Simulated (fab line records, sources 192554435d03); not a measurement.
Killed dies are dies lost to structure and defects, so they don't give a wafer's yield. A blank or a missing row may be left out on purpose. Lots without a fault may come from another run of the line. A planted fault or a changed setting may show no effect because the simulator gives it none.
Chamber matching | flow n5_finfet | N5_BEOL_M5_VIA_ETCH_34 on rie_diel-05: 4 sister chambers
The step etches SiCOH lowk in C4F6/O2, target depth 88.3 nm, time 39.2 s. 4 wafers are shown with their chamber, then 8 later ones without.

WAFERS WITH THEIR CHAMBER
wafer  | chamber | throttle_valve_pct (%)
L085.1 | 2       | 21.25
L085.2 | 1       | 20.68
L087.5 | 0       | 21.20
L088.2 | 3       | 20.72

WAFERS WITHOUT THEIR CHAMBER
wafer  | throttle_valve_pct (%)
L088.3 | 21.23
L088.5 | 20.69
L095.2 | 21.24
L095.3 | 21.21
L095.6 | 20.73
L097.1 | 21.27
L097.3 | 20.72
L097.6 | 20.73

WHICH CHAMBER EACH WENT THROUGH
wafer  | from the rows above     | in truth
L088.3 | can't be placed: 2 or 0 | 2
L088.5 | can't be placed: 1 or 3 | 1
L095.2 | 2                       | 2
L095.3 | 0                       | 0
L095.6 | 3                       | 3
L097.1 | 2                       | 2
L097.3 | 3                       | 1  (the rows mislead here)
L097.6 | 3                       | 3
Placed correctly: 5 of 8. Can't be placed from these rows: 2 (the true chamber is among the candidates in 2). Placed wrongly: 1.
How it was worked out, from the rows above alone: a wafer's distance from a chamber is the root of the sum, over the readings, of the square of ((its reading less the chamber's mean) divided by the reading's scatter). The wafer belongs to the nearest chamber; if the next one is less than 2 further off, it can't be placed. A chamber's mean is the mean of its shown wafers. The scatter: with one shown wafer a chamber, the root of the mean of the squares of how far each hidden wafer lies from its nearest shown one.
